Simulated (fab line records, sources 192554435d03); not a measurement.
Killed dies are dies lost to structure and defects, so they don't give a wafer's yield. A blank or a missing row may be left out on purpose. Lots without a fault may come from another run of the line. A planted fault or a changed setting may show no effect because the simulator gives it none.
Which tool did it? | flow n5_finfet | 24 lots, 72 wafers sampled, at 6 steps of a route of 1938

WHAT THE GAUGES READ, wafer by wafer
N5_BEOL_M0_SAQP_CD_MEAS_14: target cd 42.5 nm. Usual: cd_nm 42.5 nm, standard deviation 0.43.
lot  | measured     | on        | cd_nm (nm)     | flag
L074 | day 6 02:10  | cd_sem-02 | 42.0 42.4 42.3 |
L075 | day 6 02:22  | cd_sem-01 | 42.7 42.3 42.3 |
L076 | day 6 02:25  | cd_sem-02 | 42.9 43.0 42.5 |
L078 | day 6 10:19  | cd_sem-01 | 43.1 42.9 42.9 |
L077 | day 6 12:42  | cd_sem-03 | 42.2 41.5 42.2 |
L079 | day 6 20:29  | cd_sem-01 | 42.6 42.9 42.5 |
L080 | day 6 23:52  | cd_sem-02 | 42.7 42.9 42.8 |
L081 | day 7 06:50  | cd_sem-01 | 41.9 41.6 42.0 |
L082 | day 7 11:49  | cd_sem-02 | 42.6 43.1 43.1 |
L083 | day 7 19:23  | cd_sem-02 | 42.2 41.8 42.2 |
L084 | day 8 02:40  | cd_sem-02 | 42.9 43.3 43.1 |
L085 | day 8 07:18  | cd_sem-03 | 42.1 43.0 42.6 |
L086 | day 8 16:08  | cd_sem-02 | 42.4 41.8 42.5 |
L087 | day 8 17:35  | cd_sem-03 | 42.5 41.8 42.4 |
L088 | day 9 04:50  | cd_sem-03 | 41.7 41.6 43.0 |
L089 | day 9 13:17  | cd_sem-01 | 42.2 42.0 42.6 |
L091 | day 9 17:51  | cd_sem-01 | 42.1 42.4 42.5 |
L090 | day 10 04:08 | cd_sem-02 | 42.6 42.4 42.0 |
L092 | day 10 07:59 | cd_sem-01 | 41.6 42.3 41.9 |
L093 | day 10 08:10 | cd_sem-02 | 43.0 43.3 43.1 |
L094 | day 10 16:58 | cd_sem-02 | 42.9 43.0 42.4 |
L095 | day 10 21:02 | cd_sem-02 | 42.1 42.5 42.2 |
L096 | day 11 05:02 | cd_sem-01 | 42.5 42.5 42.9 |
L097 | day 11 07:26 | cd_sem-01 | 41.9 42.3 42.0 |

N5_BEOL_M0_SAQP_CD_MEAS_40: target cd 30 nm. Usual: cd_nm 30.07 nm, standard deviation 0.23.
lot  | measured     | on        | cd_nm (nm)        | flag
L074 | day 6 07:29  | cd_sem-01 | 30.08 29.97 29.97 |
L075 | day 6 07:41  | cd_sem-03 | 29.89 30.09 29.99 |
L076 | day 6 08:08  | cd_sem-03 | 29.96 29.66 29.84 |
L078 | day 6 14:28  | cd_sem-03 | 30.30 30.10 30.14 |
L077 | day 6 16:38  | cd_sem-02 | 30.02 30.11 30.12 |
L079 | day 7 00:53  | cd_sem-03 | 29.66 30.04 29.67 |
L080 | day 7 03:46  | cd_sem-01 | 29.98 29.99 30.29 |
L081 | day 7 11:01  | cd_sem-01 | 29.69 30.21 30.01 |
L082 | day 7 17:52  | cd_sem-03 | 29.91 29.89 30.06 |
L083 | day 7 23:30  | cd_sem-02 | 29.73 29.81 30.11 |
L084 | day 8 07:16  | cd_sem-03 | 30.05 30.24 29.86 |
L085 | day 8 12:00  | cd_sem-03 | 30.08 30.52 30.53 |
L086 | day 8 20:40  | cd_sem-03 | 29.80 29.90 30.27 |
L087 | day 8 21:38  | cd_sem-02 | 29.55 29.99 29.69 |
L088 | day 9 08:39  | cd_sem-02 | 30.32 30.08 29.94 |
L089 | day 9 17:29  | cd_sem-02 | 30.20 30.06 30.36 |
L091 | day 9 23:08  | cd_sem-01 | 30.57 29.54 29.93 |
L090 | day 10 08:29 | cd_sem-03 | 30.04 30.00 29.72 |
L092 | day 10 11:47 | cd_sem-03 | 30.23 30.04 30.63 |
L093 | day 10 12:40 | cd_sem-02 | 29.73 29.83 30.08 |
L094 | day 10 21:53 | cd_sem-02 | 30.11 30.31 30.05 |
L095 | day 11 01:56 | cd_sem-01 | 30.25 30.28 30.22 |
L096 | day 11 10:07 | cd_sem-01 | 30.03 30.09 29.76 |
L097 | day 11 11:32 | cd_sem-02 | 29.75 30.02 30.45 |

WHICH TOOL RAN EACH LOT (tool, then ch and the chambers of the sampled wafers, then the start)
lot  | N5_BEOL_M0_SAQP_PECVD_97        | N5_BEOL_M0_SAQP_ETCH_84            | N5_BEOL_M0_SAQP_STRIP_86           | N5_BEOL_M0_SAQP_RECESS_109
L074 | pecvd-03 ch 0,1,2, day 6 01:33  | rie_diel-02 ch 1,3, day 6 02:44    | rie_diel-06 ch 0,1,2, day 6 03:05  | vapor_etch-01 ch 0,1, day 6 06:10
L075 | pecvd-04 ch 1,2, day 6 01:45    | rie_diel-01 ch 0,1,3, day 6 03:01  | rie_diel-02 ch 0,1,3, day 6 03:23  | vapor_etch-02 ch 0,1, day 6 06:17
L076 | pecvd-03 ch 0,2, day 6 01:51    | rie_diel-06 ch 1,2,3, day 6 03:12  | rie_diel-06 ch 0,1,3, day 6 03:31  | vapor_etch-01 ch 0,1, day 6 06:48
L078 | pecvd-04 ch 0,1,2, day 6 09:40  | rie_diel-02 ch 0,1,3, day 6 10:29  | rie_diel-06 ch 0,1,2, day 6 10:46  | vapor_etch-02 ch 1, day 6 13:08
L077 | pecvd-01 ch 1,2, day 6 12:08    | rie_diel-06 ch 0,1,2, day 6 12:58  | rie_diel-02 ch 0,1, day 6 13:16    | vapor_etch-01 ch 0,1, day 6 15:28
L079 | pecvd-04 ch 0,1,2, day 6 19:53  | rie_diel-06 ch 1,2,3, day 6 20:40  | rie_diel-06 ch 0,1, day 6 20:57    | vapor_etch-02 ch 0,1, day 6 23:41
L080 | pecvd-03 ch 0,2, day 6 23:15    | rie_diel-06 ch 0,1,2, day 7 00:03  | rie_diel-02 ch 1,2, day 7 00:20    | vapor_etch-01 ch 0,1, day 7 02:34
L081 | pecvd-04 ch 0,1, day 7 06:20    | rie_diel-01 ch 1,2, day 7 07:00    | rie_diel-01 ch 0,2,3, day 7 07:17  | vapor_etch-02 ch 0,1, day 7 09:43
L082 | pecvd-04 ch 1,2, day 7 11:12    | rie_diel-06 ch 0,1,2, day 7 11:59  | rie_diel-02 ch 1,3, day 7 12:17    | vapor_etch-02 ch 0,1, day 7 15:28
L083 | pecvd-01 ch 0,2, day 7 18:46    | rie_diel-01 ch 0,1, day 7 19:34    | rie_diel-06 ch 1,3, day 7 19:52    | vapor_etch-02 ch 0,1, day 7 22:07
L084 | pecvd-04 ch 1,2, day 8 01:58    | rie_diel-06 ch 0,1,2, day 8 02:50  | rie_diel-02 ch 1,2,3, day 8 03:07  | vapor_etch-01 ch 0,1, day 8 05:56
L085 | pecvd-03 ch 0,1,2, day 8 06:40  | rie_diel-01 ch 1,3, day 8 07:28    | rie_diel-02 ch 0,2,3, day 8 07:48  | vapor_etch-02 ch 0,1, day 8 09:54
L086 | pecvd-04 ch 0,1,2, day 8 15:37  | rie_diel-01 ch 0,1,2, day 8 16:19  | rie_diel-01 ch 1,2,3, day 8 16:43  | vapor_etch-01 ch 0,1, day 8 18:49
L087 | pecvd-04 ch 0,1,2, day 8 16:57  | rie_diel-02 ch 0,1, day 8 17:46    | rie_diel-02 ch 0,2,3, day 8 18:03  | vapor_etch-02 ch 0,1, day 8 20:25
L088 | pecvd-01 ch 0,2, day 9 04:13    | rie_diel-06 ch 1,2, day 9 05:06    | rie_diel-02 ch 1,2,3, day 9 05:23  | vapor_etch-01 ch 0,1, day 9 07:27
L089 | pecvd-03 ch 0,1,2, day 9 12:47  | rie_diel-02 ch 1,2, day 9 13:28    | rie_diel-06 ch 2,3, day 9 13:51    | vapor_etch-02 ch 0,1, day 9 15:58
L091 | pecvd-03 ch 0,1,2, day 9 17:20  | rie_diel-06 ch 0,1,3, day 9 18:01  | rie_diel-01 ch 0,1,2, day 9 18:20  | vapor_etch-01 ch 0,1, day 9 20:35
L090 | pecvd-01 ch 0,2, day 10 03:28   | rie_diel-06 ch 1,2,3, day 10 04:23 | rie_diel-06 ch 0,1,2, day 10 04:41 | vapor_etch-02 ch 0,1, day 10 07:08
L092 | pecvd-01 ch 0, day 10 07:26     | rie_diel-06 ch 0,1,2, day 10 08:10 | rie_diel-06 ch 1,2,3, day 10 08:27 | vapor_etch-01 ch 1, day 10 10:35
L093 | pecvd-03 ch 0,2, day 10 07:30   | rie_diel-02 ch 1,2,3, day 10 08:20 | rie_diel-01 ch 2,3, day 10 08:38   | vapor_etch-02 ch 0,1, day 10 11:19
L094 | pecvd-04 ch 1,2, day 10 16:20   | rie_diel-01 ch 0,1,2, day 10 17:10 | rie_diel-02 ch 0,1,3, day 10 17:27 | vapor_etch-02 ch 0,1, day 10 19:31
L095 | pecvd-03 ch 0,1,2, day 10 20:32 | rie_diel-01 ch 0,2,3, day 10 21:33 | rie_diel-01 ch 1,2,3, day 10 22:03 | vapor_etch-02 ch 0,1, day 11 00:37
L096 | pecvd-04 ch 0,1, day 11 04:25   | rie_diel-01 ch 0,1,2, day 11 05:13 | rie_diel-02 ch 2,3, day 11 05:30   | vapor_etch-01 ch 0,1, day 11 08:34
L097 | pecvd-01 ch 0,1,2, day 11 06:49 | rie_diel-06 ch 0,3, day 11 07:37   | rie_diel-01 ch 2,3, day 11 07:54   | vapor_etch-02 ch 0,1, day 11 10:02
- N5_BEOL_M0_SAQP_PECVD_97: deposits SiNx from SiH4/NH3/N2, target thk 23 nm, time 19.9 s.
- N5_BEOL_M0_SAQP_ETCH_84: etches SOC in N2/H2, target depth 100 nm, overetch 20 nm, time 150 s.
- N5_BEOL_M0_SAQP_STRIP_86: strips in N2/H2.
- N5_BEOL_M0_SAQP_RECESS_109: chemistry HF/NH3, target SiO2, target depth 3 nm, afs cycles 1, sublimation time 60 s.

WHAT THE TOOLS THEMSELVES READ (means of the sampled wafers that have a number; where no wafer has one, the mark that the record gives instead)
N5_BEOL_M0_SAQP_PECVD_97. Usual: heater_power_w 570 W, standard deviation 73; showerhead_plenum_p_Torr 5.14 Torr, standard deviation 0.047; throttle_valve_pct 40.2 %, standard deviation 2.7.
lot  | tool     | heater_power_w (W) | showerhead_plenum_p_Torr (Torr) | throttle_valve_pct (%) | flag
L074 | pecvd-03 | 628                | 5.08                            | 41.3                   |
L075 | pecvd-04 | 488                | 5.18                            | 39.2                   |
L076 | pecvd-03 | 595                | 5.08                            | 38.4                   |
L078 | pecvd-04 | 485                | 5.17                            | 39.1                   |
L077 | pecvd-01 | 661                | 5.17                            | 38.4                   |
L079 | pecvd-04 | 555                | 5.19                            | 39.0                   |
L080 | pecvd-03 | 573                | 5.07                            | 39.8                   |
L081 | pecvd-04 | 504                | 5.18                            | 38.9                   |
L082 | pecvd-04 | 485                | 5.18                            | 39.3                   |
L083 | pecvd-01 | 638                | 5.16                            | 40.7                   |
L084 | pecvd-04 | 511                | 5.16                            | 39.1                   |
L085 | pecvd-03 | 619                | 5.08                            | 41.5                   |
L086 | pecvd-04 | 517                | 5.17                            | 39.3                   |
L087 | pecvd-04 | 509                | 5.18                            | 39.3                   |
L088 | pecvd-01 | 630                | 5.17                            | 38.9                   |
L089 | pecvd-03 | 563                | 5.08                            | 41.5                   |
L091 | pecvd-03 | 561                | 5.07                            | 41.5                   |
L090 | pecvd-01 | 618                | 5.16                            | 40.9                   |
L092 | pecvd-01 | 622                | 5.15                            | 42.8                   |
L093 | pecvd-03 | 587                | 5.08                            | 38.6                   |
L094 | pecvd-04 | 527                | 5.17                            | 39.5                   |
L095 | pecvd-03 | 608                | 5.08                            | 41.5                   |
L096 | pecvd-04 | 505                | 5.18                            | 38.9                   |
L097 | pecvd-01 | 607                | 5.17                            | 40.8                   |

N5_BEOL_M0_SAQP_ETCH_84. Usual: drypump_motor_current_A 6.0 A, standard deviation 0.43; oes_product_au 0.68 a.u., standard deviation 0.063; rf_vpp_V 523 V, standard deviation 3.1; showerhead_plenum_p_Torr 2.50 Torr, standard deviation 0.1; throttle_valve_pct 17.90 %, standard deviation 0.28.
lot  | tool        | drypump_motor_current_A (A) | oes_product_au (a.u.) | rf_vpp_V (V) | showerhead_plenum_p_Torr (Torr) | throttle_valve_pct (%) | flag
L074 | rie_diel-02 | 5.8                         | 0.69                  | 525          | 2.58                            | 17.91                  |
L075 | rie_diel-01 | 5.9                         | 0.65                  | 524          | 2.53                            | 18.14                  |
L076 | rie_diel-06 | 6.1                         | 0.68                  | 521          | 2.48                            | 17.88                  |
L078 | rie_diel-02 | 6.2                         | 0.67                  | 523          | 2.49                            | 17.89                  |
L077 | rie_diel-06 | 5.9                         | 0.67                  | 524          | 2.50                            | 17.76                  |
L079 | rie_diel-06 | 6.1                         | 0.68                  | 522          | 2.48                            | 17.88                  |
L080 | rie_diel-06 | 5.9                         | 0.67                  | 523          | 2.50                            | 17.76                  |
L081 | rie_diel-01 | 5.5                         | 0.68                  | 524          | 2.55                            | 17.98                  |
L082 | rie_diel-06 | 5.9                         | 0.67                  | 522          | 2.50                            | 17.78                  |
L083 | rie_diel-01 | 5.6                         | 0.64                  | 523          | 2.52                            | 18.26                  |
L084 | rie_diel-06 | 5.9                         | 0.66                  | 523          | 2.50                            | 17.77                  |
L085 | rie_diel-01 | 5.8                         | 0.63                  | 523          | 2.52                            | 18.20                  |
L086 | rie_diel-01 | 5.6                         | 0.66                  | 523          | 2.54                            | 18.13                  |
L087 | rie_diel-02 | 6.3                         | 0.79                  | 528          | 2.67                            | 17.47                  |
L088 | rie_diel-06 | 5.7                         | 0.67                  | 525          | 2.54                            | 17.83                  |
L089 | rie_diel-02 | 5.9                         | 0.68                  | 524          | 2.54                            | 17.82                  |
L091 | rie_diel-06 | 6.2                         | 0.75                  | 520          | 2.42                            | 17.73                  |
L090 | rie_diel-06 | 6.1                         | 0.66                  | 521          | 2.46                            | 17.93                  |
L092 | rie_diel-06 | 5.9                         | 0.74                  | 523          | 2.49                            | 17.65                  |
L093 | rie_diel-02 | 6.1                         | 0.67                  | 522          | 2.47                            | 18.02                  |
L094 | rie_diel-01 | 5.6                         | 0.65                  | 523          | 2.53                            | 18.15                  |
L095 | rie_diel-01 | 5.9                         | 0.65                  | 523          | 2.53                            | 18.05                  |
L096 | rie_diel-01 | 5.7                         | 0.65                  | 524          | 2.53                            | 18.16                  |
L097 | rie_diel-06 | 6.2                         | 0.78                  | 522          | 2.46                            | 17.63                  |

N5_BEOL_M0_SAQP_STRIP_86. Usual: drypump_motor_current_A 6.1 A, standard deviation 0.46; oes_product_au 0.76 a.u., standard deviation 0.071; rf_vpp_V 121.7 V, standard deviation 1.6; showerhead_plenum_p_Torr 3.31 Torr, standard deviation 0.14; throttle_valve_pct 19.0 %, standard deviation 0.33.
lot  | tool        | drypump_motor_current_A (A) | oes_product_au (a.u.) | rf_vpp_V (V) | showerhead_plenum_p_Torr (Torr) | throttle_valve_pct (%) | flag
L074 | rie_diel-06 | 5.9                         | 0.75                  | 120.9        | 3.31                            | 18.7                   |
L075 | rie_diel-02 | 6.2                         | 0.74                  | 121.3        | 3.30                            | 19.1                   |
L076 | rie_diel-06 | 6.2                         | 0.74                  | 120.7        | 3.22                            | 18.8                   |
L078 | rie_diel-06 | 5.9                         | 0.75                  | 123.1        | 3.31                            | 18.7                   |
L077 | rie_diel-02 | 5.9                         | 0.75                  | 121.4        | 3.38                            | 18.8                   |
L079 | rie_diel-06 | 6.0                         | 0.72                  | 122.5        | 3.25                            | 18.6                   |
L080 | rie_diel-02 | 5.9                         | 0.77                  | 122.0        | 3.37                            | 18.9                   |
L081 | rie_diel-01 | 5.9                         | 0.75                  | 121.7        | 3.36                            | 19.2                   |
L082 | rie_diel-02 | 5.7                         | 0.75                  | 121.5        | 3.40                            | 19.1                   |
L083 | rie_diel-06 | 6.2                         | 0.77                  | 121.1        | 3.15                            | 18.8                   |
L084 | rie_diel-02 | 6.2                         | 0.75                  | 119.7        | 3.28                            | 19.2                   |
L085 | rie_diel-02 | 6.6                         | 0.82                  | 122.3        | 3.30                            | 19.1                   |
L086 | rie_diel-01 | 5.8                         | 0.72                  | 122.1        | 3.35                            | 19.2                   |
L087 | rie_diel-02 | 6.5                         | 0.81                  | 120.0        | 3.29                            | 19.1                   |
L088 | rie_diel-02 | 6.2                         | 0.75                  | 122.9        | 3.27                            | 19.1                   |
L089 | rie_diel-06 | 6.0                         | 0.72                  | 121.1        | 3.39                            | 19.1                   |
L091 | rie_diel-01 | 5.6                         | 0.73                  | 121.6        | 3.35                            | 19.2                   |
L090 | rie_diel-06 | 5.9                         | 0.83                  | 121.6        | 3.30                            | 18.6                   |
L092 | rie_diel-06 | 6.1                         | 0.72                  | 120.8        | 3.26                            | 19.0                   |
L093 | rie_diel-01 | 5.7                         | 0.74                  | 121.4        | 3.36                            | 19.2                   |
L094 | rie_diel-02 | 6.2                         | 0.80                  | 124.0        | 3.41                            | 19.0                   |
L095 | rie_diel-01 | 5.7                         | 0.71                  | 121.6        | 3.34                            | 19.2                   |
L096 | rie_diel-02 | 6.5                         | 0.74                  | 121.7        | 3.14                            | 19.3                   |
L097 | rie_diel-01 | 5.7                         | 0.75                  | 122.0        | 3.36                            | 19.2                   |

N5_BEOL_M0_SAQP_RECESS_109. Usual: drypump_motor_current_A 5.57 A, standard deviation 0.16.
lot  | tool          | drypump_motor_current_A (A) | flag
L074 | vapor_etch-01 | 5.72                        |
L075 | vapor_etch-02 | 5.43                        |
L076 | vapor_etch-01 | 5.71                        |
L078 | vapor_etch-02 | 5.60                        |
L077 | vapor_etch-01 | 5.69                        |
L079 | vapor_etch-02 | 5.51                        |
L080 | vapor_etch-01 | 5.72                        |
L081 | vapor_etch-02 | 5.52                        |
L082 | vapor_etch-02 | 5.42                        |
L083 | vapor_etch-02 | 5.42                        |
L084 | vapor_etch-01 | 5.70                        |
L085 | vapor_etch-02 | 5.42                        |
L086 | vapor_etch-01 | 5.69                        |
L087 | vapor_etch-02 | 5.40                        |
L088 | vapor_etch-01 | 5.72                        |
L089 | vapor_etch-02 | 5.42                        |
L091 | vapor_etch-01 | 5.70                        |
L090 | vapor_etch-02 | 5.52                        |
L092 | vapor_etch-01 | 5.69                        |
L093 | vapor_etch-02 | 5.42                        |
L094 | vapor_etch-02 | 5.53                        |
L095 | vapor_etch-02 | 5.50                        |
L096 | vapor_etch-01 | 5.70                        |
L097 | vapor_etch-02 | 5.53                        |

THE ANSWER, worked out from the rows above alone
Rule: a lot is off if the mean of its wafers that have a number lies more than 3 standard deviations from the usual mean. A lot without any number at a reading at which 4 lots or more have one is off too. The other lots that the step has rows for count as sound. The gauges are gone through in route order, then the tools' own readings, and for those a lot's mean is taken as printed above. The first step at which some lot is off is used, and at that step the reading that is off furthest; a lot without a number counts as furthest.
No lot is off at any reading shown: from this, nothing can be told.

WHAT THE SIMULATOR HAD PUT IN
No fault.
